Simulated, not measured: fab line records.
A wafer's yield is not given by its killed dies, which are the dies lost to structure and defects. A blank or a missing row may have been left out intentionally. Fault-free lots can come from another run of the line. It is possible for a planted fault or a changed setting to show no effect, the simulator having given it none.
Which of the tools did it?    flow n5_finfet    Sampling: 12 lots, 36 wafers, 2 of 1938 route steps

WHAT EACH GAUGE READ, for each wafer
N5_BEOL_M6_THK_MEAS_53: measures by xrf.
lot   measured      on             M6_THK (nm)
L074  day 8 17:14   film_metro-02  77.2 77.7 74.2
L077  day 9 10:49   film_metro-02  76.4 77.2 77.6
L080  day 10 02:24  film_metro-01  76.0 75.4 77.7
L081  day 10 09:18  film_metro-01  77.9 77.1 77.4
L083  day 11 03:40  film_metro-02  76.6 79.7 79.8
L084  day 11 11:59  film_metro-01  78.1 76.9 80.4
L087  day 12 01:10  film_metro-02  75.2 77.1 78.8
L089  day 12 15:10  film_metro-02  77.2 76.9 80.2
L091  day 13 05:27  film_metro-01  77.7 75.0 78.5
L093  day 13 13:41  film_metro-01  75.1 74.3 75.9
L095  day 13 20:46  film_metro-02  75.0 76.6 75.6
L097  day 14 12:13  film_metro-02  78.1 75.0 77.3

TOOL THAT RAN EACH LOT (tool first, then ch and the chambers of the sampled wafers, then the start)
lot   N5_BEOL_M6_CURE_75
L074  uv_cure-02 ch 1, day 8 14:35
L077  uv_cure-03 ch 0, day 9 06:46
L080  uv_cure-02 ch 2, day 9 21:06
L081  uv_cure-01 ch 0, day 10 06:55
L083  uv_cure-02 ch 0, day 11 00:32
L084  uv_cure-01 ch 2, day 11 10:04
L087  uv_cure-01 ch 2, day 11 23:23
L089  uv_cure-02 ch 1, day 12 12:37
L091  uv_cure-01 ch 1, day 13 02:41
L093  uv_cure-01 ch 1, day 13 11:42
L095  uv_cure-03 ch 1, day 13 18:42
L097  uv_cure-02 ch 2, day 14 09:18
- N5_BEOL_M6_CURE_75: cures SiCOH lowk, time 120 s.

THE ANSWER, worked out from the rows above alone
Rule: what is usual is taken from the lots themselves. Put in order of their means at a reading, lots are off if they are a third of the lots or fewer, leave a main group of 4 or more, and stand apart from it by a gap of 3 or more times the standard deviation of the main group's means; of several such gaps the widest counts. A main group whose means are all the same, to the digits that the tables above print for the reading, isn't used. A lot without any number at a reading at which 4 lots or more have one is off too. Any other lot the step has rows for is counted as sound.
No lot is off at any reading shown: from this, nothing can be told.

WHAT THE SIMULATOR HAD INSERTED
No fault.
